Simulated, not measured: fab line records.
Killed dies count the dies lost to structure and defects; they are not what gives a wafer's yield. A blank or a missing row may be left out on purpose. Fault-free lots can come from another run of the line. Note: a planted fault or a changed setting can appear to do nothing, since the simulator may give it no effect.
fab line records	flow nand_harc
record lots=7	wafers=21	last_day=25
route steps=1159 shown P_BONDPAD@357 END@1159
lots that met no fault: from a run of the same line without faults
start_h: start of the lot's first displayed wafer, in hours after the record's first day	wait_h: hours since the lot's step before	" identical to the entry in the row above	L1.1+2: a row that stands for several wafers	- no value present, or no start provided	* or withheld: withheld	< > ~ a bound
route shown NAME@n: names a module that has steps shown in the file, with the first one's number in the route	usual: mean/standard deviation of fault-free wafers	same: alike in all rows	chamber/n: place in a boat	sites: per-site readings	_std_site: how widely they spread, as a standard deviation	_edge_site: inner sites' mean taken away from outer sites' mean	radius_mm: how far each site lies from the wafer's centre	mask NAME#n: copy n	behind: the last tool/chamber to shape the wafer	hold: why the lot was held/for how many hours/how that ended	device: whichever transistor did not switch (one of n, p or np)	end of line: tests of these same wafers at the route's end	step lacking rows: just its recipe	killed: dies lost to structure and defects at the first sort, not the wafer's yield	map: a wafer's dies, marking killed ones x, the rest . and places with no die _
set.NAME: the setting that was run; set.NAME@STEP: the one run at that earlier step	model.NAME: the simulator's own value behind a step, which no gauge read
lots at selected steps of the route; one table per step, one row per wafer
services: the hour from which a tool's chamber was out of use, counted from the record's first day as start_h (under 0 if before that day), plus the number of hours and why
## steps
# step NHARC_P_BONDPAD_COAT_36
# recipe temp_c=200	time_s=65
# step NHARC_P_BONDPAD_COAT_03
# recipe spin_rpm=2000	resist_thk_nm=600
# step NHARC_P_BONDPAD_SOFTBAKE_04
# recipe temp_c=125	time_s=70
# step NHARC_P_BONDPAD_EBR_05
# step NHARC_P_BONDPAD_EXPOSE_06
# recipe na=0.55	dose_mj=37.06	mask_id=P_BPAD
# step NHARC_P_BONDPAD_PEB_07
# recipe peb_temp_c=128	peb_time_s=80
# step NHARC_P_BONDPAD_DEVELOP_08
# recipe time_s=50	dev_temp_c=22
# step NHARC_P_BONDPAD_CD_MEAS_09
# recipe target_cd_nm=500	landing_energy_ev=500
# usual cd_nm=500.3/1.7
lot.wafer	tool	chamber	start_h	wait_h	cd_nm
L624.2	cd_sem-03	0	142.31	-	500.7
L624.4	"	0	"	"	499.3
L624.5	"	0	"	"	501.9
L633.4	cd_sem-01	0	186.08	-	498.6
L633.5	"	0	"	"	498.8
L633.6	"	0	"	"	500.3
L634.2	cd_sem-01	0	198.79	-	499.8
L634.4	"	0	"	"	501.7
L634.5	"	0	"	"	498.7
L635.1	cd_sem-02	0	209.63	-	498.4
L635.2	"	0	"	"	500.0
L635.5	"	0	"	"	497.6
L636.1	cd_sem-01	0	211.57	-	504.4
L636.2	"	0	"	"	502.2
L636.3	"	0	"	"	504.0
L641.1	cd_sem-02	0	244.31	-	501.3
L641.2	"	0	"	"	500.9
L641.6	"	0	"	"	500.5
L646.1	cd_sem-01	0	269.72	-	499.5
L646.2	"	0	"	"	499.9
L646.4	"	0	"	"	501.5
# step NHARC_P_BONDPAD_OVL_MEAS_38
# usual overlay_x_nm=-1/5.3	overlay_y_nm=-1/4.7
lot.wafer	tool	chamber	start_h	wait_h	overlay_x_nm	overlay_y_nm
L624.2	overlay-01	-	142.39	-	3	-6
L624.4	"	-	"	"	4	-6
L624.5	"	-	"	"	3	-6
L633.4	overlay-01	-	186.17	-	2	-5
L633.5	"	-	"	"	2	-5
L633.6	"	-	"	"	2	-5
L634.2	overlay-01	-	198.88	-	-11	-8
L634.4	"	-	"	"	-12	-9
L634.5	"	-	"	"	-11	-9
L635.1	overlay-02	-	209.72	-	-4	-7
L635.2	"	-	"	"	-4	-7
L635.5	"	-	"	"	-4	-7
L636.1	overlay-02	-	211.66	-	-3	6
L636.2	"	-	"	"	-4	7
L636.3	"	-	"	"	-3	7
L641.1	overlay-02	-	244.40	-	-1	-4
L641.2	"	-	"	"	-2	-4
L641.6	"	-	"	"	-2	-4
L646.1	overlay-02	-	269.81	-	3	-3
L646.2	"	-	"	"	3	-3
L646.4	"	-	"	"	3	-3
# step NHARC_P_BONDPAD_HARDBAKE_10
# recipe temp_c=118	time_s=65
# step NHARC_P_BONDPAD_DESCUM_11
# recipe time_s=3	o2_flow_sccm=200	ar_flow_sccm=0	bias_power_w=0	chemistry=O2
# usual drypump_motor_current_A=5.8/0.6	o2_flow_sccm=199.9/0.57	oes_product_au=0.998/0.0086	rf_vpp_V=57.5/0.9	showerhead_plenum_p_Torr=1.84/0.069	throttle_valve_pct=11.312/0.0093
lot.wafer	tool	chamber	start_h	wait_h	drypump_motor_current_A	o2_flow_sccm	oes_product_au	rf_hours_counter_h	rf_vpp_V	showerhead_plenum_p_Torr	throttle_valve_pct
L624.4	rie_diel-11	1	142.53	-	6.1	199.5	0.999	32	58.1	1.90	11.303
L624.2	"	3	"	"	6.6	201.0	1.003	32	57.1	1.97	11.315
L624.5	"	1	"	"	6.1	199.8	1.005	-	59.6	1.90	11.307
L633.4	rie_diel-04	1	186.31	-	5.2	201.2	0.991	6	58.8	1.93	11.311
L633.6	"	3	"	"	5.1	199.4	1.005	-	58.3	1.83	11.316
L633.5	"	0	"	"	6.6	200.3	0.995	-	58.6	1.78	11.319
L634.2	rie_diel-04	1	199.01	-	5.2	199.2	1.000	6	57.8	1.93	11.313
L634.4	"	2	"	"	5.8	200.6	0.997	7	57.9	1.78	11.319
L634.5	"	1	"	"	5.2	200.0	0.991	-	58.8	1.93	11.295
L635.1	rie_diel-04	2	209.86	-	5.9	199.8	0.996	9	57.5	1.78	11.302
L635.2	"	3	"	"	5.1	199.8	1.000	8	58.0	1.83	11.319
L635.5	"	1	"	"	5.2	200.0	1.008	-	58.2	1.93	11.324
L636.3	rie_diel-12	2	211.79	-	6.7	200.0	0.996	0	57.8	2.02	11.299
L636.2	"	3	"	"	5.8	200.5	0.994	0	59.0	2.00	11.307
L636.1	"	0	"	"	5.8	198.7	0.997	0	57.8	1.97	11.312
L641.2	rie_diel-11	2	244.54	-	6.0	200.8	1.006	4	57.2	1.93	11.305
L641.1	"	3	"	"	6.6	200.1	1.001	4	57.3	1.96	11.324
L641.6	"	1	"	"	6.1	199.8	0.993	-	57.1	1.89	11.291
L646.4	rie_diel-04	0	269.94	-	6.6	200.4	0.972	13	56.0	1.78	11.293
L646.2	"	1	"	"	5.2	200.3	0.990	13	58.5	1.93	11.314
L646.1	"	2	"	"	5.8	198.9	0.986	14	56.9	1.78	11.307
# step NHARC_P_BONDPAD_ETCH_37
# recipe target_depth_a=600	overetch_a=180	time_s=65.91	ion_energy_ev=200	n2_flow_sccm=150	h2_flow_sccm=150	ar_flow_sccm=0	rf_w=400	bias_w=150	chemistry=N2/H2
# usual drypump_motor_current_A=5.8/0.59	oes_product_au=0.998/0.0095	rf_fwd_power_W=396.6/1.3	rf_vpp_V=428.4/2.4	showerhead_plenum_p_Torr=1.96/0.077	throttle_valve_pct=14.170/0.008
lot.wafer	tool	chamber	start_h	wait_h	drypump_motor_current_A	oes_product_au	rf_fwd_power_W	rf_hours_counter_h	rf_vpp_V	showerhead_plenum_p_Torr	throttle_valve_pct
L624.2	rie_diel-11	0	142.60	0.1	6.1	1.014	395.8	33	426.6	1.92	14.162
L624.4	"	1	"	"	6.1	1.008	395.9	32	430.4	2.03	14.181
L624.5	"	0	"	"	6.1	1.002	396.3	-	426.4	1.92	14.163
L633.4	rie_diel-04	3	186.56	0.2	5.1	1.000	396.8	6	426.3	1.95	14.179
L633.6	"	0	"	"	6.6	0.995	398.4	-	426.5	1.89	14.170
L633.5	"	1	"	"	5.2	1.001	395.5	-	429.6	2.06	14.173
L634.2	rie_diel-04	2	199.10	0.1	5.9	1.002	397.4	7	425.6	1.90	14.179
L634.4	"	0	"	"	6.6	1.002	396.5	7	426.4	1.89	14.179
L634.5	"	1	"	"	5.2	1.000	395.4	-	431.2	2.06	14.180
L635.1	rie_diel-04	2	209.94	0.1	5.9	0.996	398.1	9	425.9	1.90	14.161
L635.2	"	0	"	"	6.6	0.983	396.5	7	427.7	1.89	14.158
L635.5	"	2	"	"	5.9	1.001	396.4	-	428.2	1.90	14.162
L636.3	rie_diel-12	3	211.87	0.1	5.8	1.003	394.9	0	433.3	2.13	14.160
L636.1	"	0	"	"	5.8	0.996	394.5	0	432.4	2.11	14.166
L636.2	"	1	"	"	6.5	1.000	395.7	0	427.1	1.90	14.172
L641.1	rie_diel-11	2	244.60	0.1	6.1	1.004	395.5	4	431.4	2.06	14.180
L641.2	"	3	"	"	6.5	1.008	397.2	4	434.0	2.09	14.170
L641.6	"	3	"	"	6.5	0.994	397.7	-	431.2	2.09	14.170
L646.4	rie_diel-04	3	270.02	0.1	5.1	1.000	395.9	13	426.8	1.94	14.171
L646.2	"	0	"	"	6.6	0.987	395.2	13	425.0	1.89	14.158
L646.1	"	1	"	"	5.2	1.018	394.7	13	431.4	2.06	14.160
# step NHARC_P_BONDPAD_ETCH_12
# recipe target_depth_a=2000	time_s=100	chf3_flow_sccm=50	o2_flow_sccm=10	ar_flow_sccm=200	rf_w=500	bias_w=200	chemistry=CHF3/O2
# usual drypump_motor_current_A=5.8/0.58	o2_flow_sccm=10.002/0.03	oes_product_au=0.931/0.02	rf_fwd_power_W=496.9/1.5	rf_vpp_V=368.7/2	showerhead_plenum_p_Torr=2.32/0.083	throttle_valve_pct=20.572/0.0085
lot.wafer	tool	chamber	start_h	wait_h	drypump_motor_current_A	o2_flow_sccm	oes_product_au	rf_fwd_power_W	rf_hours_counter_h	rf_vpp_V	showerhead_plenum_p_Torr	throttle_valve_pct
L624.2	rie_diel-11	2	142.69	-	6.1	9.994	0.936	497.8	30	370.6	2.44	20.569
L624.4	"	0	"	"	6.1	10.041	0.919	494.3	33	367.5	2.27	20.567
L624.5	"	3	"	"	6.5	10.019	0.942	497.8	-	372.5	2.47	20.569
L633.4	rie_diel-04	3	186.66	-	5.1	10.009	0.933	497.7	6	369.0	2.30	20.593
L633.5	"	0	"	"	6.6	10.009	1.166	698.0	-	366.7	2.24	20.582
L633.6	"	1	"	"	5.2	10.050	0.953	497.7	-	372.0	2.42	20.557
L634.2	rie_diel-04	1	199.19	-	5.2	10.019	0.923	497.1	6	369.5	2.42	20.575
L634.4	"	2	"	"	5.8	9.975	0.923	497.8	7	367.5	2.25	20.576
L634.5	"	0	"	"	6.6	10.033	1.122	696.7	-	366.8	2.24	20.579
L635.1	rie_diel-04	0	210.02	-	6.6	10.049	1.127	696.1	7	366.8	2.24	20.567
L635.2	"	3	"	"	5.1	9.997	0.917	496.0	8	369.2	2.30	20.577
L635.5	"	0	"	"	6.6	10.005	1.124	695.3	-	367.3	2.24	20.560
L636.1	rie_diel-12	1	211.97	-	6.5	9.972	0.949	498.0	0	365.8	2.25	20.581
L636.3	"	2	"	"	6.7	9.990	0.966	497.9	0	374.4	2.53	20.573
L636.2	"	3	"	"	5.8	10.000	0.979	494.4	0	373.7	2.50	20.564
L641.1	rie_diel-11	0	244.70	-	6.1	10.035	0.947	493.5	3	366.5	2.26	20.571
L641.2	"	1	"	"	6.1	10.031	0.949	495.6	3	369.3	2.38	20.579
L641.6	"	1	"	"	6.1	10.098	0.952	495.5	-	371.5	2.38	20.574
L646.4	rie_diel-04	3	270.11	-	5.1	9.966	0.920	496.7	13	368.8	2.30	20.575
L646.1	"	0	"	"	6.6	10.000	0.906	497.4	13	367.0	2.24	20.562
L646.2	"	1	"	"	5.2	10.006	0.923	498.6	13	370.4	2.42	20.568
# step NHARC_P_BONDPAD_CD_MEAS_13
# usual cd_nm=499.6/2.1
lot.wafer	tool	chamber	start_h	wait_h	cd_nm
L624.2	cd_sem-03	-	142.83	-	499.2
L624.4	"	-	"	"	499.4
L624.5	"	-	"	"	501.1
L633.4	cd_sem-02	-	186.78	-	496.8
L633.5	"	-	"	"	500.0
L633.6	"	-	"	"	499.6
L634.2	cd_sem-01	-	199.32	-	498.2
L634.4	"	-	"	"	501.6
L634.5	"	-	"	"	500.1
L635.1	cd_sem-01	-	210.16	-	500.3
L635.2	"	-	"	"	499.0
L635.5	"	-	"	"	498.1
L636.1	cd_sem-03	-	212.09	-	504.0
L636.2	"	-	"	"	500.2
L636.3	"	-	"	"	503.5
L641.1	cd_sem-01	-	244.84	-	502.0
L641.2	"	-	"	"	500.3
L641.6	"	-	"	"	500.7
L646.1	cd_sem-03	-	270.25	-	497.7
L646.2	"	-	"	"	496.9
L646.4	"	-	"	"	500.6
# step NHARC_END_SORT_01
# recipe temp_c=25
# usual defect_limited_yield=95.2/1.6	killed_at_array=29/11	killed_at_other=0.6/0.75	killed_at_periphery=3.1/2.1	killed_dies=32/11	killed_open=3.0/1.8	killed_short=1.8/1.3	sort_bin_2_pct=1.5/0.7	sort_bin_3_pct=0.26/0.22	sort_bin_4_pct=3.0/1	sort_n_pass=645/11	sort_rim_yield_pct=94.9/3	sort_yield_pct=95.2/1.6
# same gross_dies=677	sort_bin_5_pct[%]=0	sort_bin_6_pct[%]=0	sort_bin_7_pct[%]=0	sort_bin_8_pct[%]=0	sort_rim_n_gross=106.00
lot.wafer	tool	chamber	start_h	wait_h	defect_limited_yield[%]	killed_at_array	killed_at_other	killed_at_periphery	killed_dies	killed_open	killed_short	sort_bin_2_pct[%]	sort_bin_3_pct[%]	sort_bin_4_pct[%]	sort_n_pass	sort_rim_yield_pct[%]	sort_yield_pct[%]
L634.2	prober-01	0	499.31	2.8	95.4	29	0	2	31	2	2	2.4	0	2.2	646	95.3	95.4
L634.4	prober-01	0	500.93	3.4	97.0	19	0	1	20	1	2	0.9	0.30	1.8	657	98.1	97.0
L634.5	prober-01	0	501.73	3.7	94.2	36	1	2	39	3	1	1.8	0.30	3.7	638	94.3	94.2
# killed by level:class
L634.2 A_SLIT:chamber_film_flake=11 A_CHANNEL_HOLE_D1:chamber_film_flake=5 A_CONTACT:chamber_film_flake=4 A_STAIRCASE:chamber_film_flake=3 P_CONTACT:geometric_particle:short=1 A_ONON_D1:geometric_particle:open=1 A_CHANNEL_FILL_D1:geometric_particle:short=1 A_M0:geometric_particle:open=1
L634.4 A_SLIT:chamber_film_flake=12 A_STAIRCASE:chamber_film_flake=3 A_CHANNEL_FILL_D1:geometric_particle:short=2 P_CONTACT:geometric_particle:open=1 A_CHANNEL_HOLE_D1:chamber_film_flake=1 A_CONTACT:chamber_film_flake=1
L634.5 A_SLIT:chamber_film_flake=16 A_CHANNEL_HOLE_D1:chamber_film_flake=7 A_CONTACT:chamber_film_flake=6 A_CHANNEL_FILL_D1:chamber_film_flake=2 A_STAIRCASE:chamber_film_flake=2 P_GATE:geometric_particle:open=1 P_M2:geometric_particle:open=1 A_M0:geometric_particle:open=1
## services
tool	chamber	start_h	hours	kind
rie_diel-04	0	120.90	-	clean
rie_diel-04	1	120.90	-	clean
rie_diel-04	2	120.90	-	clean
rie_diel-04	3	120.90	-	clean
rie_diel-11	1	139.03	2.7	repair
rie_diel-04	0	145.40	-	clean
rie_diel-04	1	145.40	-	clean
rie_diel-04	2	145.40	-	clean
rie_diel-04	3	145.40	-	clean
rie_diel-12	-	150.90	1.2	repair
rie_diel-04	0	169.90	-	clean
rie_diel-04	1	169.90	-	clean
rie_diel-04	2	169.90	-	clean
rie_diel-04	3	169.90	-	clean
rie_diel-11	0	190.93	4.3	repair
rie_diel-04	0	194.40	-	clean
rie_diel-04	1	194.40	-	clean
rie_diel-12	-	202.62	9.0	pm
rie_diel-04	0	205.54	2.6	repair
rie_diel-11	1	216.08	4.8	repair
rie_diel-11	-	221.64	9.0	pm
rie_diel-12	-	237.91	0.1	repair
rie_diel-12	0	264.66	8.8	repair
rie_diel-12	3	265.34	5.5	repair
## key
first_sign step=NHARC_P_BONDPAD_ETCH_12	reading=rf_fwd_power_W	direction=up	sigmas=99+	usual=*	struck=*
effect step=NHARC_P_BONDPAD_ETCH_12	reading=oes_product_au	direction=up	sigmas=10	usual=0.931	struck=1.135
met_at NHARC_P_BONDPAD_ETCH_12
struck_wafers L633.5,L634.5,L635.1,L635.5
fault kind=process_parameter_drift	tool=rie_diel-04	chamber=0	onset_h=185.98	steps=NHARC_P_BONDPAD_ETCH_12	channel=rf_w	offset=*	shape=step	end_h=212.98	acts_in=*	stated=*
